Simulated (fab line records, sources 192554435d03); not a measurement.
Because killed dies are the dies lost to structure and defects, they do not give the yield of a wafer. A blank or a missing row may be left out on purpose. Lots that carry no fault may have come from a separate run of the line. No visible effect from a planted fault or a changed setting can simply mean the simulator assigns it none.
Comparing a struck lot with a sound one	flow n5-finfet	16 steps out of a route of 1938
Sound: these wafers, L907.1, L907.3, L907.4. Struck: wafers L919.3, L919.5, L919.6. The cause is named last.
Per side, at each step with rows, come the tool, then ch with its chambers, and then its first start. Under that, the readings that differ: sound wafers	struck wafers	difference of the means	sigmas: that difference in standard deviations of wafers without a fault.
alike: same words and numbers on both sides, and readings whose means sit less than 2 such deviations apart. not compared: any withheld reading, any reading some wafer has no value for, any bound like >300 that may hide the same value, and any number with overlapping values for which the record gives no deviation.
The two part at a step that has a row with sigmas, a row that says differs or no value, or rows on one side only. When numbers do not overlap yet have no deviation, they are printed without sigmas and do not part them. Lack of a reading on every wafer of one side parts them only where that side has two or more wafers.

first, 6 steps without rows for these wafers: N5_BEOL_M4_COAT_22 (resist thk 30 nm); N5_BEOL_M4_EBR_24; N5_BEOL_M4_SOFTBAKE_23 (time 60 s); N5_BEOL_M4_EXPOSE_25 (exposes mask V3, defocus 5 nm); N5_BEOL_M4_PEB_26 (peb time 60 s); N5_BEOL_M4_DEVELOP_27 (develop time 30 s).
N5_BEOL_M4_CD_MEAS_28: target cd 26.2 nm, target cd y 24.1 nm.
  sound on cd-sem-03 ch 0, day 7 14:19; struck on cd-sem-03 ch 0, day 10 23:48
  alike: cd-nm
N5_BEOL_M4_OVL_MEAS_29:
  sound on overlay-02 ch 0, day 7 14:20; struck on overlay-02 ch 0, day 10 23:50
reading	sound	struck	difference	sigmas
V3_OVL (nm)	-1.3 -0.8 0.2	1.0 1.4 0.0	+1.4	+2
N5_BEOL_M4_INSPECT_30: inspects for defects (brightfield).
  sound: defect-inspect-01 at day 7 14:24; struck: defect-inspect-01 at day 10 23:53
  alike: raw-defect-count
N5_BEOL_M4_DESCUM_33: chemistry O2, time 7 s.
  sound on rie-diel-06 ch 0,2,3, day 7 14:26; struck on rie-diel-06 ch 0,3, day 10 23:55
reading	sound	struck	difference	sigmas
oes-product-au (a.u.)	0.69 0.66 0.72	0.97 0.97 0.96	+0.28	+3
  alike: bias-power-w, drypump-motor-current-A, rf-vpp-V, showerhead-plenum-p-Torr, temp-c, throttle-valve-pct
  not compared: rf-hours-counter-h
N5_BEOL_M4_ETCH_77: etches underlayer in N2/H2, target depth 6.5 nm, time 5.2 s.
  sound on rie-diel-06 ch 0,2,3, day 7 14:28; struck on rie-diel-06 ch 0,3, day 10 23:58
reading	sound	struck	difference	sigmas
oes-product-au (a.u.)	0.59 0.59 0.64	0.86 0.84 0.81	+0.23	+3
throttle-valve-pct (%)	18.43 18.01 18.11	17.55 17.55 17.94	-0.50	-2
  alike: drypump-motor-current-A, etch-rf-on-time-s, rf-vpp-V, showerhead-plenum-p-Torr
  not compared: rf-hours-counter-h
N5_BEOL_M4_ETCH_69: etches SiARC in CF4, target depth 15.6 nm, time 26 s.
  sound on rie-diel-06 ch 0,2,3, day 7 14:29; struck on rie-diel-06 ch 0,3, day 10 23:58
reading	sound	struck	difference	sigmas
oes-product-au (a.u.)	0.59 0.58 0.62	0.85 0.86 0.82	+0.25	+3
throttle-valve-pct (%)	16.23 15.78 15.83	15.27 15.26 15.73	-0.53	-2
  alike: drypump-motor-current-A, etch-rf-on-time-s, rf-vpp-V, showerhead-plenum-p-Torr
  not compared: rf-hours-counter-h
N5_BEOL_M4_ALD_98: deposits SiO2, target thk 2.5 nm, pulse time 1 s, co reactant pulse time 1 s.
  sound on ald-sin-03 ch 1,2, day 7 14:39; struck on ald-sin-03 ch 0,2, day 11 00:10
reading	sound	struck	difference	sigmas
ald-cycles	17 17 17	16 16 16	-1	
  alike: heater-power-w, precursor-pulse-height-rel
N5_BEOL_M4_ETCHBACK_99: etches SiO2 in CHF3, target depth 5 nm, time 10.4 s.
  sound on rie-diel-06 ch 0,3, day 7 14:59; struck on rie-diel-06 ch 0,3, day 11 01:05
reading	sound	struck	difference	sigmas
oes-product-au (a.u.)	0.69 0.66 0.67	0.96 0.96 0.98	+0.29	+3
  alike: drypump-motor-current-A, rf-vpp-V, showerhead-plenum-p-Torr, throttle-valve-pct
  not compared: rf-hours-counter-h
N5_BEOL_M4_RC_MEAS_101:
  sound on prober-02 ch 0, day 7 19:06; struck on prober-01 ch 0, day 11 06:01
  alike: DIBL_N, DIBL_P, IOFF_N, IOFF_P, ION_N, ION_P, SS_N, SS_P, VT_N, VT_P
-- record jumps: 4 days separate the struck wafers' starts on either side; left off in module BEOL_M4, taken up again in module PASSIVATION, whose first shown step is the route's number 1936 --
N5_PASSIVATION_PROBE_49:
  sound: prober-01 at day 11 15:41; struck: prober-02 at day 15 03:50
  alike: defect-limited-yield, killed_at_M0_to_M3, killed_at_M4_up, killed-at-contacts, killed-at-front-end, killed-at-other, killed-dies, killed-open, killed-short, sort_bin_4_leakage, sort_bin_5_function, sort_bin_6_memory, sort-n-pass, sort-yield-pct

## WHERE THEY PART
At N5_BEOL_M4_OVL_MEAS_29 first; at N5_BEOL_M4_ETCHBACK_99 last (within this record only). Later steps at which nothing parts them and some readings are alike: N5_BEOL_M4_RC_MEAS_101, N5_PASSIVATION_PROBE_49.

WHY: what the simulator had put in
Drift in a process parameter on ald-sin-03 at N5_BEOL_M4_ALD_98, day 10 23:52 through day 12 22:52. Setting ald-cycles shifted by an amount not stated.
